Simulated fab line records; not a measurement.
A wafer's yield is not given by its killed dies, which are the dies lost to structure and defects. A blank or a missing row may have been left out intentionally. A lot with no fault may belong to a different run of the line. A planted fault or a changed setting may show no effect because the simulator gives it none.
fab line records	flow n5_finfet
record lots=24	wafers=72	last_day=18
route steps=1938 shown ILD0@341 SDB@360 DUMMY_REMOVAL@381 HKMG_FIN@406
lots that met no fault: taken from a fault-free run of the same line
start_h: hours from the record's opening day to when the first of the lot's shown wafers began	wait_h: time in hours since the lot's previous step	" as in the row above	L1.1+2: several wafers, shown together as one row	- value missing, or start not given	* or withheld: withheld	< > ~ a bound
route shown NAME@n: a module of which the file shows steps, and the number in the route of the first	usual: average and standard deviation across the fault-free wafers	same: alike in all rows	chamber/n: place in a boat	sites: the reading at each site	_std_site: the standard deviation of these	_edge_site: outer sites' mean less inner sites'	radius_mm: for every site, how far away it sits from the centre of the wafer	mask NAME#n: copy n	behind: the tool/chamber that last shaped the wafer	hold: cause of the lot's hold/its duration in hours/its outcome	device: the n, p or np transistor that did not switch	end of line: at the end of the route, the tests of the same wafers	for a step that has no rows: nothing shown but its recipe	killed: not the wafer's yield, but the dies lost to structure and defects at the first sort	map: a wafer's dies, x killed, . not, _ none there
set.NAME: setting as actually run; set.NAME@STEP: the setting as run at that earlier step	model.NAME: the simulator's own value behind a step, which no gauge read
a sample of lots followed through the steps of the route, with each step as a table and each wafer as a row
services: a tool's chamber out of use, with start hour (start_h, from the record's first day; less than 0 if before it), hours out, and reason
## steps
# step N5_ILD0_THK_MEAS_08
# usual thk_nm=139.0/1.3
lot.wafer	tool	chamber	start_h	wait_h	thk_nm
L074.1	film_metro-01	-	60.67	-	140.0
L074.3	"	-	"	"	143.1
L074.6	"	-	"	"	142.4
L075.1	film_metro-01	-	70.34	-	139.5
L075.3	"	-	"	"	139.0
L075.4	"	-	"	"	138.3
L077.1	film_metro-02	-	81.47	-	139.4
L077.3	"	-	"	"	138.6
L077.6	"	-	"	"	138.2
L076.1	film_metro-02	-	82.55	-	140.5
L076.3	"	-	"	"	140.2
L076.6	"	-	"	"	139.0
L078.2	film_metro-02	-	87.86	-	138.1
L078.4	"	-	"	"	137.7
L078.5	"	-	"	"	138.6
L079.1	film_metro-01	-	93.67	-	140.0
L079.3	"	-	"	"	140.2
L079.4	"	-	"	"	138.4
L080.2	film_metro-01	-	98.60	-	137.8
L080.4	"	-	"	"	138.4
L080.5	"	-	"	"	138.1
L081.1	film_metro-01	-	102.02	-	138.9
L081.4	"	-	"	"	139.0
L081.5	"	-	"	"	140.4
L082.1	film_metro-02	-	110.73	-	139.6
L082.3	"	-	"	"	139.1
L082.5	"	-	"	"	137.1
L083.1	film_metro-02	-	116.04	-	138.9
L083.5	"	-	"	"	139.6
L083.6	"	-	"	"	138.7
L084.2	film_metro-01	-	120.02	-	136.6
L084.3	"	-	"	"	138.0
L084.5	"	-	"	"	139.1
L085.3	film_metro-02	-	129.04	-	138.3
L085.5	"	-	"	"	138.7
L085.6	"	-	"	"	138.8
L086.1	film_metro-01	-	140.75	-	137.7
L086.3	"	-	"	"	140.1
L086.4	"	-	"	"	140.5
L087.2	film_metro-02	-	141.71	-	137.8
L087.3	"	-	"	"	139.7
L087.5	"	-	"	"	139.2
L088.1	film_metro-01	-	146.20	-	139.8
L088.4	"	-	"	"	140.2
L088.5	"	-	"	"	139.0
L089.1	film_metro-01	-	150.05	-	136.9
L089.5	"	-	"	"	138.9
L089.6	"	-	"	"	139.2
L091.3	film_metro-01	-	164.11	-	137.9
L091.4	"	-	"	"	137.5
L091.6	"	-	"	"	138.4
L090.1	film_metro-02	-	164.40	-	139.4
L090.3	"	-	"	"	138.2
L090.5	"	-	"	"	139.1
L092.3	film_metro-01	-	174.03	-	139.8
L092.4	"	-	"	"	139.5
L092.6	"	-	"	"	141.9
L093.3	film_metro-02	-	183.60	-	139.9
L093.4	"	-	"	"	138.4
L093.6	"	-	"	"	138.3
L094.1	film_metro-01	-	187.87	-	139.4
L094.5	"	-	"	"	136.8
L094.6	"	-	"	"	138.0
L095.2	film_metro-01	-	192.20	-	138.5
L095.4	"	-	"	"	137.4
L095.6	"	-	"	"	137.9
L096.1	film_metro-01	-	201.48	-	138.7
L096.5	"	-	"	"	139.0
L096.6	"	-	"	"	136.4
L097.1	film_metro-02	-	205.73	-	140.1
L097.2	"	-	"	"	141.5
L097.3	"	-	"	"	140.2
# step N5_ILD0_INSPECT_06
# recipe inspect_instrument=darkfield	mode=post_cmp
# usual raw_defect_count=41/19
lot.wafer	tool	chamber	start_h	wait_h	raw_defect_count
L074.1	defect_inspect-01	-	63.91	0.0	33
L074.3	"	-	"	"	56
L074.6	"	-	"	"	32
L075.1	defect_inspect-02	-	73.57	0.0	80
L075.3	"	-	"	"	33
L075.4	"	-	"	"	76
L077.1	defect_inspect-02	-	84.71	0.0	34
L077.3	"	-	"	"	37
L077.6	"	-	"	"	55
L076.1	defect_inspect-02	-	85.98	0.0	45
L076.3	"	-	"	"	22
L076.6	"	-	"	"	36
L078.2	defect_inspect-01	-	91.60	0.0	24
L078.4	"	-	"	"	19
L078.5	"	-	"	"	18
L079.1	defect_inspect-01	-	98.19	0.0	52
L079.3	"	-	"	"	18
L079.4	"	-	"	"	20
L080.2	defect_inspect-02	-	101.84	0.0	25
L080.4	"	-	"	"	42
L080.5	"	-	"	"	59
L081.1	defect_inspect-02	-	105.26	0.0	47
L081.4	"	-	"	"	18
L081.5	"	-	"	"	61
L082.1	defect_inspect-02	-	114.19	0.0	48
L082.3	"	-	"	"	30
L082.5	"	-	"	"	32
L083.1	defect_inspect-01	-	119.28	0.0	22
L083.5	"	-	"	"	27
L083.6	"	-	"	"	31
L084.2	defect_inspect-01	-	123.37	0.0	62
L084.3	"	-	"	"	38
L084.5	"	-	"	"	38
L085.3	defect_inspect-01	-	132.29	0.0	29
L085.5	"	-	"	"	44
L085.6	"	-	"	"	31
L086.1	defect_inspect-01	-	143.99	0.0	21
L086.3	"	-	"	"	45
L086.4	"	-	"	"	21
L087.2	defect_inspect-01	-	144.95	0.0	31
L087.3	"	-	"	"	30
L087.5	"	-	"	"	38
L088.1	defect_inspect-02	-	149.98	0.0	22
L088.4	"	-	"	"	22
L088.5	"	-	"	"	36
L089.1	defect_inspect-02	-	153.29	0.0	50
L089.5	"	-	"	"	55
L089.6	"	-	"	"	60
L091.3	defect_inspect-01	-	167.35	0.0	53
L091.4	"	-	"	"	60
L091.6	"	-	"	"	37
L090.1	defect_inspect-01	-	167.75	0.0	35
L090.3	"	-	"	"	34
L090.5	"	-	"	"	27
L092.3	defect_inspect-01	-	177.32	0.0	119
L092.4	"	-	"	"	36
L092.6	"	-	"	"	52
L093.3	defect_inspect-02	-	186.84	0.0	37
L093.4	"	-	"	"	39
L093.6	"	-	"	"	32
L094.1	defect_inspect-01	-	191.76	0.0	52
L094.5	"	-	"	"	27
L094.6	"	-	"	"	33
L095.2	defect_inspect-01	-	195.44	0.0	36
L095.4	"	-	"	"	34
L095.6	"	-	"	"	13
L096.1	defect_inspect-02	-	204.72	0.0	53
L096.5	"	-	"	"	30
L096.6	"	-	"	"	16
L097.1	defect_inspect-01	-	208.97	0.0	94
L097.2	"	-	"	"	49
L097.3	"	-	"	"	62
# step N5_SDB_ETCH_17
# recipe chemistry=CF4	target=SiARC	target_depth_a=234	mask_material=CAR-ArF	time_s=39	ion_energy_ev=80	pressure_mtorr=40	source_w=545	bias_w=36	Ar_flow_sccm=100	cf4_flow_sccm=100	ends=cleared
# usual chamber_pressure_mTorr=40.00/0.037	drypump_motor_current_A=5.8/0.52	etch_rf_on_time_s=38.7/0.9	oes_product_au=0.67/0.074	rf_vpp_V=184.4/1.2	showerhead_plenum_p_Torr=2.18/0.069	throttle_valve_pct=15.57/0.17
lot.wafer	tool	chamber	start_h	wait_h	chamber_pressure_mTorr	drypump_motor_current_A	etch_rf_on_time_s	oes_product_au	rf_hours_counter_h	rf_vpp_V	showerhead_plenum_p_Torr	throttle_valve_pct
L074.1	rie_diel-01	1	64.52	0.0	40.00	5.7	39.0	0.59	217	182.8	2.05	15.58
L074.3	"	3	"	"	40.00	6.5	38.6	0.63	214	185.7	2.21	15.73
L074.6	"	1	"	"	40.03	5.7	39.0	0.58	-	181.9	2.05	15.61
L075.1	rie_diel-06	3	74.06	0.0	40.05	5.4	40.1	0.59	230	183.6	2.03	15.81
L075.3	"	2	"	"	40.05	6.3	38.9	0.62	206	184.0	2.12	15.66
L075.4	"	0	"	"	39.99	5.7	38.8	0.62	184	183.8	2.23	15.64
L077.1	rie_diel-01	2	85.20	0.0	40.00	5.2	36.8	0.79	22	185.6	2.28	15.32
L077.3	"	1	"	"	39.98	5.7	38.8	0.58	218	182.1	2.05	15.58
L077.6	"	1	"	"	40.06	5.8	39.0	0.59	-	181.0	2.05	15.60
L076.1	rie_diel-03	0	86.59	0.0	40.00	5.2	39.0	0.84	2	185.1	2.18	15.23
L076.3	"	2	"	"	39.99	5.0	38.1	0.75	42	184.6	2.19	15.75
L076.6	"	3	"	"	40.01	6.0	37.5	0.73	-	185.1	2.08	15.54
L078.2	rie_diel-01	3	92.21	0.0	39.99	6.6	38.1	0.62	225	185.0	2.20	15.75
L078.4	"	0	"	"	40.01	6.3	39.8	0.68	93	185.1	2.24	15.40
L078.5	"	3	"	"	39.96	6.6	38.5	0.61	-	185.0	2.20	15.75
L079.1	rie_diel-03	0	98.90	0.0	40.03	5.2	39.7	0.81	6	185.7	2.18	15.25
L079.3	"	3	"	"	39.92	6.0	37.9	0.71	76	181.9	2.08	15.54
L079.4	"	2	"	"	40.02	5.0	38.1	0.73	46	184.9	2.19	15.75
L080.2	rie_diel-01	1	102.56	0.0	39.98	5.7	39.1	0.58	223	183.2	2.05	15.61
L080.4	"	0	"	"	39.97	6.3	39.7	0.67	97	184.1	2.24	15.42
L080.5	"	3	"	"	40.00	6.5	38.5	0.62	-	185.0	2.20	15.77
L081.1	rie_diel-01	2	105.74	0.0	39.95	5.2	37.1	0.79	28	186.0	2.28	15.33
L081.4	"	1	"	"	40.00	5.8	39.0	0.58	224	183.0	2.05	15.61
L081.5	"	2	"	"	40.05	5.2	37.3	0.77	-	184.7	2.28	15.35
L082.1	rie_diel-03	0	114.81	0.0	39.97	5.2	39.8	0.79	12	184.8	2.17	15.25
L082.3	"	3	"	"	40.04	6.0	37.2	0.73	81	183.5	2.08	15.55
L082.5	"	2	"	"	40.01	5.0	38.0	0.73	-	184.9	2.18	15.77
L083.1	rie_diel-03	3	119.91	0.0	39.98	6.0	37.6	0.72	83	183.5	2.08	15.55
L083.5	"	1	"	"	40.02	5.4	37.5	0.63	-	186.8	2.22	15.65
L083.6	"	0	"	"	39.98	5.2	39.0	0.79	-	184.2	2.17	15.23
L084.2	rie_diel-03	0	124.33	0.0	39.97	5.2	39.3	0.79	15	184.1	2.17	15.26
L084.3	"	2	"	"	39.93	5.0	37.8	0.73	55	183.9	2.18	15.76
L084.5	"	2	"	"	39.99	5.0	37.8	0.72	-	184.8	2.18	15.77
L085.3	rie_diel-03	0	132.90	0.0	40.02	5.2	39.8	0.77	17	184.1	2.17	15.26
L085.5	"	0	"	"	39.96	5.2	40.0	0.78	-	183.9	2.17	15.26
L085.6	"	1	"	"	39.89	5.5	38.1	0.63	-	185.0	2.21	15.65
L086.1	rie_diel-01	0	144.60	0.0	40.00	6.3	40.0	0.67	101	186.6	2.24	15.43
L086.3	"	2	"	"	39.95	5.2	37.6	0.75	44	185.3	2.27	15.39
L086.4	"	1	"	"	40.03	5.8	38.2	0.58	240	182.7	2.05	15.64
L087.2	rie_diel-03	2	145.56	0.0	40.00	5.0	37.9	0.72	62	184.5	2.18	15.78
L087.3	"	0	"	"	40.06	5.2	40.1	0.77	19	184.1	2.17	15.26
L087.5	"	1	"	"	40.01	5.5	38.2	0.63	-	185.9	2.21	15.64
L088.1	rie_diel-06	0	150.59	0.0	39.98	5.7	39.2	0.60	207	183.0	2.22	15.68
L088.4	"	0	"	"	40.00	5.7	39.2	0.59	-	183.2	2.22	15.66
L088.5	"	1	"	"	40.01	6.6	38.6	0.63	-	185.2	2.20	15.61
L089.1	rie_diel-03	3	153.90	0.0	39.98	5.9	37.9	0.72	92	182.0	2.07	15.57
L089.5	"	2	"	"	40.04	5.0	37.5	0.73	-	184.4	2.18	15.80
L089.6	"	3	"	"	39.99	5.9	37.8	0.71	-	181.3	2.07	15.60
L091.3	rie_diel-06	0	167.84	0.0	39.99	5.7	39.0	0.59	216	184.8	2.21	15.69
L091.4	"	1	"	"	39.96	6.5	38.7	0.62	-	185.7	2.20	15.64
L091.6	"	0	"	"	39.95	5.8	38.8	0.59	-	183.6	2.21	15.70
L090.1	rie_diel-06	2	168.36	0.0	40.04	6.3	39.6	0.59	241	182.5	2.11	15.73
L090.3	"	0	"	"	39.96	5.8	39.3	0.60	216	184.4	2.21	15.68
L090.5	"	2	"	"	40.00	6.3	40.0	0.59	-	183.4	2.11	15.72
L092.3	rie_diel-06	2	178.26	0.0	40.04	6.3	39.6	0.58	243	183.5	2.11	15.72
L092.4	"	1	"	"	40.03	6.6	39.1	0.61	204	184.7	2.20	15.64
L092.6	"	3	"	"	40.02	5.4	39.8	0.82	-	185.4	2.28	15.37
L093.3	rie_diel-01	0	187.45	0.0	40.05	6.3	39.2	0.65	116	184.6	2.23	15.44
L093.4	"	2	"	"	40.03	5.2	37.0	0.74	-	186.6	2.27	15.41
L093.6	"	0	"	"	39.94	6.3	39.6	0.65	-	185.4	2.23	15.45
L094.1	rie_diel-03	2	192.45	0.0	40.00	5.0	38.3	0.70	76	185.2	2.18	15.79
L094.5	"	0	"	"	40.00	5.2	40.0	0.74	-	185.1	2.17	15.28
L094.6	"	1	"	"	39.96	5.4	37.7	0.63	-	183.9	2.21	15.66
L095.2	rie_diel-06	3	195.95	0.0	40.00	5.4	40.2	0.81	8	186.2	2.27	15.40
L095.4	"	1	"	"	40.04	6.6	39.2	0.61	210	186.5	2.20	15.64
L095.6	"	0	"	"	40.01	5.7	39.2	0.59	-	185.4	2.21	15.71
L096.1	rie_diel-01	0	205.33	0.0	40.03	6.3	40.1	0.64	124	184.0	2.23	15.45
L096.5	"	0	"	"	40.02	6.4	40.0	0.65	-	184.4	2.23	15.48
L096.6	"	1	"	"	40.03	5.8	38.8	0.56	-	182.2	2.04	15.67
L097.1	rie_diel-03	0	209.58	0.0	40.06	5.2	40.0	0.74	40	183.8	2.16	15.29
L097.2	"	1	"	"	39.98	5.5	38.0	0.62	192	184.9	2.21	15.68
L097.3	"	3	"	"	39.98	5.9	38.3	0.69	110	182.7	2.07	15.61
# step N5_DUMMY_REMOVAL_INSPECT_06
# recipe inspect_instrument=brightfield	mode=aei
# usual raw_defect_count=12/5.5
lot.wafer	tool	chamber	start_h	wait_h	raw_defect_count
L074.1	defect_inspect-01	-	68.63	0.0	16
L074.3	"	-	"	"	18
L074.6	"	-	"	"	18
L075.1	defect_inspect-01	-	78.62	0.0	7
L075.3	"	-	"	"	12
L075.4	"	-	"	"	7
L077.1	defect_inspect-02	-	89.90	0.0	12
L077.3	"	-	"	"	18
L077.6	"	-	"	"	9
L076.1	defect_inspect-01	-	90.67	0.0	10
L076.3	"	-	"	"	14
L076.6	"	-	"	"	19
L078.2	defect_inspect-01	-	96.26	0.0	10
L078.4	"	-	"	"	6
L078.5	"	-	"	"	10
L079.1	defect_inspect-01	-	103.18	0.0	10
L079.3	"	-	"	"	15
L079.4	"	-	"	"	13
L080.2	defect_inspect-02	-	107.16	0.0	23
L080.4	"	-	"	"	18
L080.5	"	-	"	"	23
L081.1	defect_inspect-01	-	109.83	0.0	7
L081.4	"	-	"	"	8
L081.5	"	-	"	"	18
L082.1	defect_inspect-02	-	118.94	0.0	12
L082.3	"	-	"	"	12
L082.5	"	-	"	"	14
L083.1	defect_inspect-01	-	124.37	0.0	11
L083.5	"	-	"	"	15
L083.6	"	-	"	"	15
L084.2	defect_inspect-01	-	128.93	0.0	9
L084.3	"	-	"	"	9
L084.5	"	-	"	"	10
L085.3	defect_inspect-01	-	136.94	0.0	17
L085.5	"	-	"	"	12
L085.6	"	-	"	"	11
L086.1	defect_inspect-01	-	148.64	0.0	26
L086.3	"	-	"	"	16
L086.4	"	-	"	"	14
L087.2	defect_inspect-01	-	149.60	0.0	12
L087.3	"	-	"	"	12
L087.5	"	-	"	"	18
L088.1	defect_inspect-01	-	154.98	0.0	5
L088.4	"	-	"	"	5
L088.5	"	-	"	"	10
L089.1	defect_inspect-01	-	158.32	0.0	9
L089.5	"	-	"	"	9
L089.6	"	-	"	"	10
L091.3	defect_inspect-01	-	171.91	0.0	4
L091.4	"	-	"	"	11
L091.6	"	-	"	"	13
L090.1	defect_inspect-01	-	172.47	0.0	9
L090.3	"	-	"	"	11
L090.5	"	-	"	"	6
L092.3	defect_inspect-02	-	182.81	0.0	14
L092.4	"	-	"	"	11
L092.6	"	-	"	"	11
L093.3	defect_inspect-01	-	193.15	0.0	14
L093.4	"	-	"	"	22
L093.6	"	-	"	"	6
L094.1	defect_inspect-01	-	196.53	0.0	12
L094.5	"	-	"	"	8
L094.6	"	-	"	"	3
L095.2	defect_inspect-02	-	200.18	0.0	3
L095.4	"	-	"	"	16
L095.6	"	-	"	"	5
L096.1	defect_inspect-02	-	209.39	0.0	12
L096.5	"	-	"	"	17
L096.6	"	-	"	"	9
L097.1	defect_inspect-01	-	213.62	0.0	14
L097.2	"	-	"	"	23
L097.3	"	-	"	"	24
# step N5_HKMG_FIN_ETCH_58
# recipe chemistry=N2/H2	target=SOC	target_depth_a=2158	ion_energy_ev=50	bias_w=13	time_s=741	pressure_mtorr=30	source_w=875	n2_flow_sccm=200	h2_flow_sccm=200
# usual chamber_pressure_mTorr=29.999/0.026	drypump_motor_current_A=5.7/0.53	oes_product_au=0.79/0.089	rf_vpp_V=99.3/0.98	showerhead_plenum_p_Torr=2.59/0.093	throttle_valve_pct=17.74/0.21
lot.wafer	tool	chamber	start_h	wait_h	chamber_pressure_mTorr	drypump_motor_current_A	oes_product_au	rf_hours_counter_h	rf_vpp_V	showerhead_plenum_p_Torr	throttle_valve_pct
L074.1	rie_diel-01	3	70.32	0.0	29.965	6.6	0.73	216	99.2	2.62	17.91
L074.3	"	0	"	"	30.047	6.3	0.80	84	99.9	2.67	17.50
L074.6	"	0	"	"	30.002	6.3	0.80	-	100.2	2.67	17.51
L075.1	rie_diel-01	3	80.62	0.0	29.989	6.6	0.73	221	99.3	2.62	17.91
L075.3	"	0	"	"	30.030	6.3	0.79	89	99.5	2.67	17.52
L075.4	"	0	"	"	29.960	6.3	0.79	-	99.7	2.67	17.51
L077.1	rie_diel-06	2	91.59	0.0	29.988	6.3	0.71	211	98.9	2.53	17.99
L077.3	"	0	"	"	30.003	5.7	0.71	190	99.9	2.63	17.79
L077.6	"	2	"	"	30.004	6.3	0.71	-	99.8	2.53	18.00
L076.1	rie_diel-03	2	92.36	0.0	29.974	5.0	0.87	44	99.8	2.60	18.10
L076.3	"	1	"	"	30.020	5.4	0.76	153	100.0	2.64	17.80
L076.6	"	1	"	"	29.943	5.5	0.75	-	99.2	2.64	17.80
L078.2	rie_diel-03	3	97.99	0.0	29.957	6.0	0.85	76	98.3	2.45	17.56
L078.4	"	0	"	"	29.955	5.2	0.96	6	99.0	2.60	17.45
L078.5	"	0	"	"	29.967	5.2	0.96	-	99.0	2.60	17.47
L079.1	rie_diel-03	3	104.78	0.0	30.040	6.0	0.84	78	97.8	2.45	17.58
L079.3	"	0	"	"	30.035	5.2	0.95	8	100.1	2.60	17.46
L079.4	"	2	"	"	30.022	5.0	0.86	49	97.9	2.60	18.11
L080.2	rie_diel-03	3	109.36	0.0	30.009	6.0	0.85	80	98.3	2.45	17.57
L080.4	"	2	"	"	30.028	5.0	0.85	51	99.4	2.60	18.12
L080.5	"	3	"	"	29.987	6.0	0.84	-	96.5	2.45	17.58
L081.1	rie_diel-03	1	112.47	0.0	30.017	5.5	0.75	161	99.2	2.64	17.80
L081.4	"	0	"	"	29.982	5.2	0.93	11	99.5	2.60	17.45
L081.5	"	1	"	"	29.953	5.5	0.74	-	100.1	2.64	17.81
L082.1	rie_diel-01	2	120.87	0.0	30.005	5.2	0.90	34	101.0	2.72	17.66
L082.3	"	3	"	"	30.032	6.6	0.72	236	99.5	2.61	17.93
L082.5	"	3	"	"	29.990	6.6	0.72	-	99.0	2.61	17.93
L083.1	rie_diel-01	1	126.00	0.0	29.996	5.8	0.68	233	97.8	2.38	17.46
L083.5	"	2	"	"	30.025	5.2	0.90	-	99.7	2.72	17.68
L083.6	"	3	"	"	30.014	6.6	0.71	-	99.8	2.61	17.94
L084.2	rie_diel-03	0	131.13	0.0	30.006	5.2	0.91	17	99.6	2.59	17.49
L084.3	"	1	"	"	29.964	5.5	0.74	168	98.9	2.64	17.83
L084.5	"	2	"	"	29.986	5.0	0.85	-	98.6	2.60	18.13
L085.3	rie_diel-06	2	138.75	0.0	30.012	6.3	0.70	228	99.7	2.52	18.02
L085.5	"	1	"	"	29.998	6.6	0.73	-	100.8	2.63	17.70
L085.6	"	0	"	"	29.991	5.7	0.71	-	98.3	2.63	17.82
L086.1	rie_diel-01	1	150.75	0.0	29.951	5.8	0.67	241	99.5	2.38	17.48
L086.3	"	0	"	"	30.004	6.3	0.77	102	100.4	2.67	17.52
L086.4	"	2	"	"	30.018	5.2	0.88	45	98.7	2.72	17.68
L087.2	rie_diel-06	1	151.47	0.0	30.016	6.6	0.74	194	99.9	2.63	17.71
L087.3	"	2	"	"	30.010	6.3	0.69	233	99.6	2.52	18.02
L087.5	"	0	"	"	30.004	5.8	0.69	-	98.9	2.62	17.82
L088.1	rie_diel-03	0	157.61	0.0	29.987	5.2	0.90	22	99.4	2.59	17.47
L088.4	"	3	"	"	30.029	6.0	0.82	94	98.3	2.44	17.58
L088.5	"	2	"	"	29.976	5.0	0.84	-	99.2	2.59	18.16
L089.1	rie_diel-01	0	160.52	0.0	29.994	6.3	0.77	106	99.8	2.66	17.55
L089.5	"	0	"	"	29.987	6.3	0.77	-	99.4	2.66	17.56
L089.6	"	3	"	"	30.001	6.6	0.70	-	100.3	2.61	17.96
L091.3	rie_diel-03	3	174.25	0.0	30.013	5.9	0.82	98	98.8	2.44	17.60
L091.4	"	0	"	"	30.000	5.2	0.89	27	98.8	2.59	17.49
L091.6	"	2	"	"	29.997	5.0	0.83	-	99.1	2.59	18.15
L090.1	rie_diel-01	1	174.83	0.0	29.979	5.7	0.67	249	99.2	2.38	17.49
L090.3	"	0	"	"	30.015	6.4	0.77	110	100.3	2.66	17.56
L090.5	"	2	"	"	29.962	5.2	0.87	-	99.7	2.71	17.68
L092.3	rie_diel-06	1	184.57	0.0	30.019	6.6	0.72	207	98.4	2.62	17.72
L092.4	"	0	"	"	29.974	5.8	0.69	221	99.5	2.62	17.83
L092.6	"	3	"	"	30.017	5.4	0.94	-	100.0	2.70	17.53
L093.3	rie_diel-03	1	195.02	0.0	30.006	5.5	0.73	186	98.0	2.63	17.86
L093.4	"	0	"	"	29.994	5.2	0.88	34	98.1	2.59	17.51
L093.6	"	1	"	"	30.037	5.5	0.73	-	99.1	2.63	17.85
L094.1	rie_diel-03	2	198.22	0.0	29.956	5.0	0.82	77	99.2	2.59	18.16
L094.5	"	1	"	"	30.031	5.5	0.73	-	99.5	2.63	17.85
L094.6	"	0	"	"	29.973	5.2	0.88	-	99.8	2.59	17.52
L095.2	rie_diel-01	1	202.61	0.0	30.042	5.8	0.66	257	99.8	2.38	17.51
L095.4	"	2	"	"	30.014	5.2	0.86	-	100.7	2.71	17.71
L095.6	"	1	"	"	30.029	5.8	0.67	-	96.3	2.37	17.50
L096.1	rie_diel-06	1	210.95	0.0	30.027	6.6	0.71	216	98.2	2.62	17.77
L096.5	"	1	"	"	29.982	6.6	0.71	-	99.6	2.62	17.75
L096.6	"	0	"	"	30.001	5.7	0.68	-	98.8	2.61	17.87
L097.1	rie_diel-06	1	215.21	0.0	30.000	6.6	0.71	218	99.7	2.61	17.75
L097.2	"	0	"	"	29.963	5.8	0.68	232	99.4	2.61	17.87
L097.3	"	3	"	"	30.007	5.4	0.91	16	98.2	2.70	17.56
# step N5_HKMG_FIN_ALD_21
# recipe material=TiN	target_thk_a=15	temp_c=400	ald_precursor_family=TiCl4	ald_co_reactant=NH3	pulse_time_s=1	purge_time_s=3	co_reactant_purge_time_s=2	co_reactant_pulse_time_s=2	ald_cycles=68	pressure_torr=3
# usual heater_power_w=859/80	precursor_pulse_height_rel=1.001/0.019	susceptor_temp_C=399.99/0.21
# same purge_time_s=3
lot.wafer	tool	chamber	start_h	wait_h	heater_power_w	precursor_pulse_height_rel	susceptor_temp_C
L074.1	ald_metal-02	1	76.66	0.3	793	0.977	400.24
L074.3	"	3	"	"	1079	1.003	399.73
L074.6	"	1	"	"	781	0.999	400.05
L075.1	ald_metal-01	3	86.86	0.3	765	0.977	400.33
L075.3	"	0	"	"	879	1.010	400.11
L075.4	"	1	"	"	782	0.981	400.29
L077.1	ald_metal-02	0	98.08	0.3	909	1.013	399.75
L077.3	"	1	"	"	799	1.002	400.08
L077.6	"	0	"	"	923	1.053	399.94
L076.1	ald_metal-04	3	98.62	0.3	926	1.006	400.19
L076.3	"	1	"	"	914	1.034	399.80
L076.6	"	1	"	"	922	1.012	399.85
L078.2	ald_metal-04	3	104.19	0.3	919	1.031	399.84
L078.4	"	0	"	"	835	1.021	400.14
L078.5	"	0	"	"	835	0.990	400.04
L079.1	ald_metal-01	1	111.29	0.3	780	0.987	400.10
L079.3	"	3	"	"	769	1.022	400.10
L079.4	"	2	"	"	742	0.980	399.55
L080.2	ald_metal-02	0	116.02	0.3	920	0.979	400.04
L080.4	"	1	"	"	792	1.033	399.88
L080.5	"	1	"	"	775	0.976	400.12
L081.1	ald_metal-01	2	118.92	0.3	760	1.034	400.04
L081.4	"	0	"	"	864	1.013	400.09
L081.5	"	2	"	"	743	0.965	400.17
L082.1	ald_metal-02	3	127.09	0.3	1055	0.997	400.06
L082.3	"	2	"	"	898	1.010	400.00
L082.5	"	0	"	"	890	0.974	399.81
L083.1	ald_metal-04	1	132.41	0.3	937	1.000	399.97
L083.5	"	1	"	"	940	0.986	400.18
L083.6	"	0	"	"	850	1.006	400.17
L084.2	ald_metal-04	2	139.23	0.3	888	1.003	400.34
L084.3	"	3	"	"	918	0.979	399.96
L084.5	"	3	"	"	922	0.996	399.66
L085.3	ald_metal-01	1	144.93	0.1	772	0.987	400.14
L085.5	"	3	"	"	779	0.986	400.24
L085.6	"	1	"	"	772	1.004	399.70
L086.1	ald_metal-04	1	157.32	0.3	961	0.990	400.17
L086.3	"	2	"	"	876	0.996	400.14
L086.4	"	0	"	"	830	1.013	399.92
L087.2	ald_metal-04	0	158.02	0.3	837	1.002	400.11
L087.3	"	1	"	"	900	1.041	399.89
L087.5	"	3	"	"	932	1.009	399.97
L088.1	ald_metal-04	1	164.36	0.3	934	1.017	399.58
L088.4	"	2	"	"	872	1.003	399.97
L088.5	"	1	"	"	927	0.958	399.81
L089.1	ald_metal-01	2	166.89	0.3	741	0.998	400.12
L089.5	"	1	"	"	748	1.030	399.94
L089.6	"	0	"	"	870	0.997	400.52
L091.3	ald_metal-04	0	180.83	0.1	839	0.975	400.08
L091.4	"	2	"	"	872	1.016	399.78
L091.6	"	1	"	"	930	1.015	399.60
L090.1	ald_metal-01	0	181.65	0.3	882	0.984	399.86
L090.3	"	2	"	"	740	0.998	399.56
L090.5	"	1	"	"	767	0.981	399.84
L092.3	ald_metal-01	1	191.73	0.1	758	0.995	400.03
L092.4	"	0	"	"	881	1.013	400.16
L092.6	"	0	"	"	853	1.016	399.91
L093.3	ald_metal-01	3	201.17	0.1	795	1.005	400.33
L093.4	"	3	"	"	770	1.012	400.37
L093.6	"	2	"	"	761	0.974	399.94
L094.1	ald_metal-04	0	205.42	0.3	853	1.003	400.05
L094.5	"	3	"	"	913	1.002	400.25
L094.6	"	2	"	"	876	1.006	400.13
L095.2	ald_metal-02	3	208.95	0.3	1072	1.014	399.59
L095.4	"	0	"	"	893	0.959	399.91
L095.6	"	2	"	"	875	0.990	399.69
L096.1	ald_metal-04	0	217.36	0.3	825	0.986	400.00
L096.5	"	2	"	"	899	0.997	399.66
L096.6	"	1	"	"	909	0.975	399.87
L097.1	ald_metal-01	3	222.20	0.3	770	0.992	400.00
L097.2	"	0	"	"	871	1.025	400.17
L097.3	"	1	"	"	776	1.004	399.78
## services
tool	chamber	start_h	hours	kind
ald_metal-01	-	51.62	1.9	repair
rie_diel-03	0	59.05	-	clean
rie_diel-03	0	59.05	-	consumable_replace:focus_ring
rie_diel-03	0	59.05	20.3	scheduled_down
rie_diel-03	0	59.05	20.3	vent_cycle
rie_diel-01	1	66.24	16.2	repair
rie_diel-06	0	95.43	9.2	repair
rie_diel-01	0	107.19	29.5	repair
ald_metal-04	-	112.02	2.8	pm
ald_metal-04	-	121.59	1.1	repair
ald_metal-01	-	138.82	1.0	repair
ald_metal-01	0	143.84	7.9	repair
rie_diel-06	2	169.03	5.1	repair
rie_diel-01	3	172.08	16.0	repair
rie_diel-01	1	175.77	9.0	repair
rie_diel-06	-	183.10	0.2	repair
rie_diel-03	3	184.82	4.3	repair
ald_metal-02	1	186.68	37.3	repair
rie_diel-01	3	188.14	-	clean
rie_diel-01	3	188.14	-	consumable_replace:focus_ring
rie_diel-01	3	188.14	25.6	scheduled_down
rie_diel-01	3	188.14	25.6	vent_cycle
ald_metal-01	1	197.34	11.4	repair
rie_diel-01	1	213.94	-	clean
## key
fault none
